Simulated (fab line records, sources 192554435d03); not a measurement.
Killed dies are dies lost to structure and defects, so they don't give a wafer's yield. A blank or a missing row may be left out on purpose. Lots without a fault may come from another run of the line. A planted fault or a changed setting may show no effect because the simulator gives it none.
Chamber matching | flow n5_finfet | N5_BEOL_M5_ILD_DEP_00 on pecvd-02: 3 sister chambers
The step deposits SiCOH lowk from DEMS/porogen, target thk 140.64 nm, time 25.9 s. 6 wafers are shown with their chamber, then 12 later ones without.

WAFERS WITH THEIR CHAMBER
wafer  | chamber | throttle_valve_pct (%) | showerhead_plenum_p_Torr (Torr)
L084.2 | 0       | 13.0                   | 5.764
L084.4 | 0       | 13.2                   | 5.757
L085.6 | 2       | 13.6                   | 5.749
L086.2 | 1       | 14.5                   | 5.754
L086.4 | 2       | 13.5                   | 5.755
L086.5 | 1       | 14.6                   | 5.725

WAFERS WITHOUT THEIR CHAMBER
wafer  | throttle_valve_pct (%) | showerhead_plenum_p_Torr (Torr)
L091.2 | 13.0                   | 5.762
L091.5 | 14.7                   | 5.738
L091.6 | 13.4                   | 5.765
L093.2 | 13.4                   | 5.777
L093.3 | 14.6                   | 5.735
L093.6 | 13.8                   | 5.749
L096.1 | 13.7                   | 5.760
L096.4 | 13.5                   | 5.747
L096.6 | 14.5                   | 5.741
L097.3 | 13.3                   | 5.769
L097.4 | 14.7                   | 5.730
L097.6 | 13.6                   | 5.749

WHICH CHAMBER EACH WENT THROUGH
wafer  | from the rows above     | in truth
L091.2 | 0                       | 0
L091.5 | 1                       | 1
L091.6 | can't be placed: 2 or 0 | 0
L093.2 | can't be placed: 2 or 0 | 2
L093.3 | 1                       | 1
L093.6 | 2                       | 2
L096.1 | 2                       | 2
L096.4 | 2                       | 2
L096.6 | 1                       | 1
L097.3 | can't be placed: 0 or 2 | 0
L097.4 | 1                       | 1
L097.6 | 2                       | 2
Placed correctly: 9 of 12. Can't be placed from these rows: 3 (the true chamber is among the candidates in 3). Placed wrongly: 0.
How it was worked out, from the rows above alone: a wafer's distance from a chamber is the root of the sum, over the readings, of the square of ((its reading less the chamber's mean) divided by the reading's scatter). The wafer belongs to the nearest chamber; if the next one is less than 2 further off, it can't be placed. A chamber's mean is the mean of its shown wafers. The scatter: the root of (the sum of the squares of (reading less its chamber's mean) over the shown wafers, divided by (wafers less chambers)).
